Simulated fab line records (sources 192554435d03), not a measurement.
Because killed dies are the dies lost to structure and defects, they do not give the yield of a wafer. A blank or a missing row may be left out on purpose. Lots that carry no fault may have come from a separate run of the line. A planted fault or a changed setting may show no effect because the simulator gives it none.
Lot-split experiment    flow n5-finfet    7 lots, 21 wafers read, on a route of 1938 steps

## SPLIT DETAILS
At N5_BEOL_M1_COAT_73 (time 60 s, resist thk 5 nm), the setting spin-rpm was moved away from the recipe's 1500 rpm on 7 of the 21 wafers read, by +2.9% to +10.1%. This setting was run at the recipe's value on the other wafers.

## FROM THE SPLIT TO THE READING: what the file shows between them, 3 steps
- N5_BEOL_M1_COAT_05: resist thk 30 nm
- N5_BEOL_M1_EBR_07
- N5_BEOL_M1_DESCUM_16: chemistry O2, time 7 s

## THE READING
etch.depth-nm (the simulator's own value, which no gauge read), in nm, at N5_BEOL_M1_ETCH_74 (etches underlayer in N2/H2, target depth 6.5 nm, time 5.2 s). There is no usual value for it anywhere in the file. The 14 wafers here that ran the recipe average 4.997 nm, standard deviation 0.018 nm.

wafer   tool, chamber at the split  spin-rpm as run, rpm  against the recipe  etch.depth-nm, nm  against lot-mates on the recipe
L076.1  litho-track-02, 0           1652                  +10.1%              4.763              -0.226
L076.4  litho-track-02, 0           1652                  +10.1%              4.76               -0.229
L076.6  litho-track-02, 0           1500                  recipe              4.989              -
L081.1  litho-track-02, 0           1500                  recipe              5.016              -
L081.2  litho-track-02, 0           1500                  recipe              5.016              -
L081.3  litho-track-02, 0           1500                  recipe              5.02               -
L083.1  litho-track-02, 0           1601                  +6.7%               4.839              -0.169
L083.4  litho-track-02, 0           1500                  recipe              5.008              -
L083.5  litho-track-02, 0           1601                  +6.7%               4.841              -0.167
L088.1  litho-track-01, 0           1500                  recipe              5.014              -
L088.2  litho-track-01, 0           1619                  +7.9%               4.815              -0.199
L088.3  litho-track-01, 0           1619                  +7.9%               4.82               -0.194
L089.3  litho-track-01, 0           1500                  recipe              4.984              -
L089.4  litho-track-01, 0           1500                  recipe              4.983              -
L089.6  litho-track-01, 0           1500                  recipe              4.985              -
L096.1  litho-track-01, 0           1500                  recipe              4.976              -
L096.4  litho-track-01, 0           1500                  recipe              4.972              -
L096.6  litho-track-01, 0           1500                  recipe              4.97               -
L097.3  litho-track-02, 0           1500                  recipe              5.01               -
L097.4  litho-track-02, 0           1544                  +2.9%               4.928              -0.084
L097.6  litho-track-02, 0           1500                  recipe              5.015              -

THE FIT
A straight line over all 21 wafers: etch.depth-nm changes by -0.0231 nm for each +1% of spin-rpm; r = -0.99; the points scatter about the line by 0.016 nm.
The same after taking each lot's own level away (the mean of its wafers on the recipe; 21 wafers): -0.0236 nm for each +1%; r = -1.00; scatter 0.0067 nm.
On that fit, the largest move of spin-rpm shifts the reading by 0.24 nm.
The span of the lots' own levels, 4.9727 to 5.0173 nm, comes to 2.5 times the standard deviation stated above.
The two slopes are in agreement: the lot-to-lot level therefore moves the slope only a little.
Check: with one of the wafers moved furthest among these (+10.1%) left out of the fit, the line predicts -0.245 nm for it against its lot-mates. Against them it came out at -0.226 nm.

## THE OTHER SPLITS THESE WAFERS WENT THROUGH
Before the reading, these wafers also passed through other splits. Each is held against what the fit with the lots' levels taken away leaves over:
other split on the same wafers        wafers away from the commonest value  r with etch.depth-nm (lot level and that fit taken away)
N5_MOL_CONTACT_COAG_COAT_64 spin-rpm  8                                     -0.41
N5_BEOL_M0_SAQP_PECVD_03 time-s       5                                     -0.38
N5_BEOL_M0_SAQP_EXPOSE_11 dose-mj     5                                     -0.08
N5_BEOL_M0_ETCH_109 bias-w            9                                     -0.05
N5_BEOL_M1_COAT_62 spin-rpm           6                                     -0.49

## THE FILE'S OWN FIT
etch.depth-nm changes by -0.0239 nm for each +1% of spin-rpm, r = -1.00.
